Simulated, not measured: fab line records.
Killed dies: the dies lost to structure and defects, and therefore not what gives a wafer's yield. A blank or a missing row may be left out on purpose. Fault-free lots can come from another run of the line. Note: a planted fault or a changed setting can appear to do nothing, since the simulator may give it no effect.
Struck lot and sound lot, side by side + flow nand_harc + 32 out of 1302 route steps
Sound: wafers L192.3, L192.4, L192.6. Struck: wafer L185.3. (L185.2, L185.5 of the same lot were not struck and are left out.) The cause comes at the end.
Each step with rows lists, per side, the tool, then ch with its chambers, then its first start. Under that, the readings that differ: sound wafers + struck wafers + difference of the means + sigmas: that difference in standard deviations of wafers without a fault.
alike: readings whose means differ by less than 2 such deviations, and words and numbers that are the same on both sides. not compared: withheld readings, readings that some wafer has no value for, bounds like >300 that may hide the same value, and numbers for which the record gives no deviation and whose values overlap.
The two part at a step that has a row with sigmas, a row that says differs or no value, or rows on one side only. Numbers that have no deviation but don't overlap get no sigmas and don't part them. A reading that every wafer of one side lacks parts them only if that side has two wafers or more.

first, 5 steps without rows for these wafers: NHARC_A_ONON_D2_DEP_22 (target thk 1000 nm); NHARC_A_ONON_D2_DEP_25 (target thk 1000 nm); NHARC_A_ONON_D2_DEP_28 (target thk 1000 nm); NHARC_A_ONON_D2_DEP_33 (deposits SiO2, target thk 200 nm); NHARC_A_CHANNEL_HOLE_D2_DEP_00 (deposits aC, target thk 3100 nm).
NHARC_A_CHANNEL_HOLE_D2_DEP_01: deposits SiON, target thk 140 nm.
  sound on pecvd-02 ch 0,1,2, day 22 00:05; struck on pecvd-02 ch 0, day 19 01:36
  alike: heater_power_outer_w, heater_power_w, rf_fwd_power_W
then, 25 steps without rows for these wafers: NHARC_A_CHANNEL_HOLE_D2_DEHYDRATE_02 (time 120 s); NHARC_A_CHANNEL_HOLE_D2_HMDS_03 (time 30 s); NHARC_A_CHANNEL_HOLE_D2_COAT_36 (time 75 s); NHARC_A_CHANNEL_HOLE_D2_COAT_37 (time 65 s); NHARC_A_CHANNEL_HOLE_D2_COAT_04 (resist thk 90 nm); NHARC_A_CHANNEL_HOLE_D2_SOFTBAKE_05 (time 55 s); NHARC_A_CHANNEL_HOLE_D2_EBR_06; NHARC_A_CHANNEL_HOLE_D2_EXPOSE_07 (exposes mask HOLE D2, target cd 100 nm); NHARC_A_CHANNEL_HOLE_D2_PEB_08 (peb time 65 s); NHARC_A_CHANNEL_HOLE_D2_DEVELOP_09 (develop time 35 s); NHARC_A_CHANNEL_HOLE_D2_DESCUM_15 (chemistry O2, time 3 s); NHARC_A_CHANNEL_HOLE_D2_ETCH_38 (etches the open film in CF4, target depth 39 nm, time 65 s); NHARC_A_CHANNEL_HOLE_D2_ETCH_39 (etches the open film in N2/H2, target depth 260 nm, time 325 s); NHARC_A_CHANNEL_HOLE_D2_ETCH_34 (etches the open film in CF4/CHF3, target depth 154 nm, time 77 s); NHARC_A_CHANNEL_HOLE_D2_ETCH_16 (etches the open film in O2/COS, target depth 3100 nm, time 806 s); NHARC_A_CHANNEL_HOLE_D2_ETCH_19 (etches the open film in C4F8/O2/Ar, time 34.5 s); NHARC_A_CHANNEL_HOLE_D2_ETCH_20 (etches the open film in C4F8/O2/Ar, time 361.9 s, target depth 1600 nm); NHARC_A_CHANNEL_HOLE_D2_ETCH_21 (etches the open film in C4F8/O2/Ar, time 514.3 s, target depth 1600 nm); NHARC_A_CHANNEL_HOLE_D2_ETCH_22 (etches the open film in C4F8/O2/Ar, time 666.7 s, target depth 1600 nm); NHARC_A_CHANNEL_HOLE_D2_ETCH_23 (etches the open film in C4F8/O2/Ar, time 819 s, target depth 1600 nm); NHARC_A_CHANNEL_HOLE_D2_ETCH_24 (etches the open film in C4F8/O2/Ar, time 906.2 s, target depth 1500 nm); NHARC_A_CHANNEL_HOLE_D2_ETCH_25 (etches the open film in C4F8/O2/Ar, time 1040.2 s, target depth 1500 nm); NHARC_A_CHANNEL_HOLE_D2_ETCH_26 (etches the open film in C4F8/O2/Ar, time 224.1 s, target depth 300 nm); NHARC_A_CHANNEL_HOLE_D2_ETCH_27 (etches the open film in C4F8/O2/Ar, time 90 s, target depth 400 nm); NHARC_A_CHANNEL_HOLE_D2_STRIP_41 (strips in N2/H2).
-- break in the record here, with 11 days between the starts of the struck wafers on either side (left off in module A_CHANNEL_HOLE_D2, picked up again in module END, where the first step shown is number 1302 on the route) --
NHARC_END_SORT_01:
  here the record holds rows for the struck wafers (prober-01 ch 0, day 29 15:07) but none for the sound ones

== WHERE THEY PART ==
At NHARC_END_SORT_01 and nowhere else, as far as this record goes.

WHY: whatever the simulator had introduced
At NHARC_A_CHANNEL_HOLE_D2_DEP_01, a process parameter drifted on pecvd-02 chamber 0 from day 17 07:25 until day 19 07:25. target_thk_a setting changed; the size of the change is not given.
